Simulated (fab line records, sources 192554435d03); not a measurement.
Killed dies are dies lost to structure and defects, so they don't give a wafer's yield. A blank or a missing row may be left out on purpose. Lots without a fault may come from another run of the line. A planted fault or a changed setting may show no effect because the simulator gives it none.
Chamber matching | flow n5_finfet | N5_BEOL_M0_SAQP_SPACER2_ETCHBACK_27 on rie_diel-03: 4 sister chambers
The step etches SiO2 in CHF3/O2, target depth 22.5 nm, time 11.25 s. 4 wafers are shown with their chamber, then 10 later ones without.

WAFERS WITH THEIR CHAMBER
wafer  | chamber | drypump_motor_current_A (A)
L076.2 | 1       | 5.9
L091.2 | 0       | 5.6
L094.1 | 3       | 6.6
L094.2 | 2       | 5.3

WAFERS WITHOUT THEIR CHAMBER
wafer  | drypump_motor_current_A (A)
L094.4 | 5.9
L095.2 | 5.3
L095.4 | 5.9
L095.6 | 5.3
L097.4 | 6.6
L097.5 | 5.9
L097.6 | 5.3
L096.2 | 5.5
L096.3 | 6.6
L096.5 | 5.9

WHICH CHAMBER EACH WENT THROUGH
wafer  | from the rows above | in truth
L094.4 | 1                   | 1
L095.2 | 2                   | 2
L095.4 | 1                   | 1
L095.6 | 2                   | 2
L097.4 | 3                   | 3
L097.5 | 1                   | 1
L097.6 | 2                   | 2
L096.2 | 0                   | 0
L096.3 | 3                   | 3
L096.5 | 1                   | 1
Placed correctly: 10 of 10. Can't be placed from these rows: 0. Placed wrongly: 0.
How it was worked out, from the rows above alone: a wafer's distance from a chamber is the root of the sum, over the readings, of the square of ((its reading less the chamber's mean) divided by the reading's scatter). The wafer belongs to the nearest chamber; if the next one is less than 2 further off, it can't be placed. A chamber's mean is the mean of its shown wafers. The scatter: with one shown wafer a chamber, the root of the mean of the squares of how far each hidden wafer lies from its nearest shown one.
